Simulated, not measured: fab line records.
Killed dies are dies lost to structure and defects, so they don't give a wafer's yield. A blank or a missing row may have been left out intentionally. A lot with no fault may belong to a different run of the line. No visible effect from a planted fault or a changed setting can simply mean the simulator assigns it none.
A lot that was struck, set against a sound lot    flow n5 finfet    39 out of 1938 route steps
Sound: these wafers, L594.1, L594.3, L594.4. The struck wafers were L585.2, L585.3, L585.4. The cause is named last.
Per side, at each step with rows, come the tool, then ch with its chambers, and then its first start. Under that, the readings that differ: sound wafers    struck wafers    difference of the means    sigmas: that difference in standard deviations of wafers without a fault.
alike: readings with means less than 2 such deviations apart, plus words and numbers identical on both sides. not compared: withheld readings, readings lacking a value on some wafer, bounds such as >300 that could conceal the same value, and numbers that have no deviation in the record and whose values overlap.
The two part at a step that has a row with sigmas, a row that says differs or no value, or rows on one side only. Numbers that don't overlap but have no deviation are shown without sigmas and don't part them. A reading missing from all wafers of one side parts the sides only when that side holds two or more wafers.

first, 9 steps without rows for these wafers: N5_BEOL_M0_CUTY_EXPOSE_54 (exposes mask M0 ABLK); N5_BEOL_M0_CUTY_PEB_55 (peb time 60 s); N5_BEOL_M0_CUTY_DEVELOP_56 (develop time 30 s); N5_BEOL_M0_CUTY_DESCUM_61 (chemistry O2, time 7.9 s); N5_BEOL_M0_CUTY_ETCH_62 (etches SiARC in CF4, time 58.5 s); N5_BEOL_M0_CUTY_ETCH_63 (etches SOC in N2/H2, target depth 82.7 nm, overetch 16.5 nm, time 124 s); N5_BEOL_M0_CUTY_STRIP_64 (strips in N2/H2); N5_BEOL_M0_ETCH_138 (etches SiCN in CH3F/O2, target depth 12 nm, time 31.6 s); N5_BEOL_M0_HM_OPEN_105 (chemistry Cl2/BCl3, target TiN, target depth 12 nm).
N5_BEOL_M0_STRIP_140: strips in CF4.
  sound on rie diel-02 ch 0,2,3, day 10 06:07; struck on rie diel-02 ch 1,2,3, day 8 03:58
  no value came back on the struck wafers for any of 8 readings (bias power w (W), cf4 flow sccm (sccm) and others); on the sound wafers bias power w (W) reads 74.64 74.76 74.87
then, 27 steps without rows for these wafers: N5_BEOL_M0_STRIP_104 (strips in N2/H2); N5_BEOL_M0_WET_ETCH_106 (etches SiO2 in DHF, target depth 130 nm, rinse time 30 s); N5_BEOL_M0_ETCH_128 (etches SiCN in CF4/N2, target depth 12 nm, overetch 5.1 nm, time 21.4 s); N5_BEOL_M0_TRENCH_ETCH_107 (etches SiOC in C4F6/O2, target depth 32.8 nm, time 16.4 s); N5_BEOL_M0_STRIP_142 (strips in N2/H2, time 10 s); N5_BEOL_M0_HM_STRIP_129 (strips TiN in peroxide tin strip, target depth 17 nm, time 108 s); N5_BEOL_M0_SRD_130 (time 30 s); N5_BEOL_M0_ETCH_109 (etches SiCN in CH3F/O2, target depth 8 nm, overetch 2.4 nm, time 27.4 s); N5_BEOL_M0_STRIP_139 (strips in post etch residue remover, time 60 s); N5_BEOL_M0_SRD_111 (time 30 s); N5_BEOL_M0_DEGAS_112 (time 60 s); N5_BEOL_M0_PRE_CLEAN_113 (time 30 s); N5_BEOL_M0_ALD_136 (deposits TaN, pulse time 2 s, purge time 3 s, co reactant purge time 2 s); N5_BEOL_M0_SURFACE_TREAT_137; N5_BEOL_M0_CVD_115 (deposits Co from CCTBA/H2, time 120 s); N5_BEOL_M0_SPUTTER_116 (material Cu, target thk 4 nm, time 7.37 s); N5_BEOL_M0_ANNEAL_117 (time 60 s); N5_BEOL_M0_SPUTTER_132 (material Cu, target thk 4 nm, time 7.37 s); N5_BEOL_M0_ANNEAL_133 (time 60 s); N5_BEOL_M0_SPUTTER_134 (material Cu, target thk 4 nm, time 7.37 s); N5_BEOL_M0_ANNEAL_135 (time 60 s); N5_BEOL_M0_SPUTTER_141 (material Cu, target thk 4 nm, time 7.37 s); N5_BEOL_M0_ECD_118 (material Cu, target thk 300 nm); N5_BEOL_M0_ANNEAL_119 (time 90 s); N5_BEOL_M0_CMP_120 (polishes, stops on SiOC, t overpolish 6.9 s); N5_BEOL_M0_PRE_CLEAN_131 (time 15 s); N5_BEOL_M0_CO_CAP_123 (material Co, precursor CCTBA/H2, target thk 2 nm, time 102.1 s).
-- record jumps: 3 days separate the struck wafers' starts on either side; left off in module BEOL_M0, taken up again in module BEOL_M4, whose first shown step is the route's number 1111 --
N5_BEOL_M4_RC_MEAS_101:
  sound on prober-02 ch 0, day 12 22:58; struck on prober-01 ch 0, day 10 21:52
  alike: DIBL_N, DIBL_P, IOFF_N, IOFF_P, ION_N, ION_P, SS_N, SS_P, VT_N, VT_P
-- a jump in the record: the struck wafers' starts before and after are 4 days apart (it breaks off in module BEOL_M4 and resumes in module PASSIVATION, where the first step shown is number 1936 of the route) --
N5_PASSIVATION_PROBE_49:
  sound: prober-01 at day 17 08:09; struck: prober-02 at day 15 04:22
reading                   sound           struck          difference  sigmas
defect limited yield (%)  89.9 93.0 90.5  48.8 48.2 53.1  -41.1       -29
killed_at_M0_to_M3        37 29 27        534 535 492     +489        +53
killed dies               119 83 112      604 611 554     +485        +29
killed on rim             15 13 17        103 134 25      +72         +19
sort_bin_5_function (%)   6.2 4.2 5.4     48.1 48.3 44.2  +41.6       +42
sort n pass               1061 1097 1068  576 569 626     -485        -29
sort yield pct (%)        89.9 93.0 90.5  48.8 48.2 53.1  -41.1       -29
  alike: killed_at_M4_up, killed at contacts, killed at front end, killed at other, killed open, killed short, sort_bin_6_memory, sort_bin_8_speed

## WHERE THEY PART
At N5_BEOL_M0_STRIP_140 first; at N5_PASSIVATION_PROBE_49 last (within this record only).

WHY: whatever the simulator had introduced
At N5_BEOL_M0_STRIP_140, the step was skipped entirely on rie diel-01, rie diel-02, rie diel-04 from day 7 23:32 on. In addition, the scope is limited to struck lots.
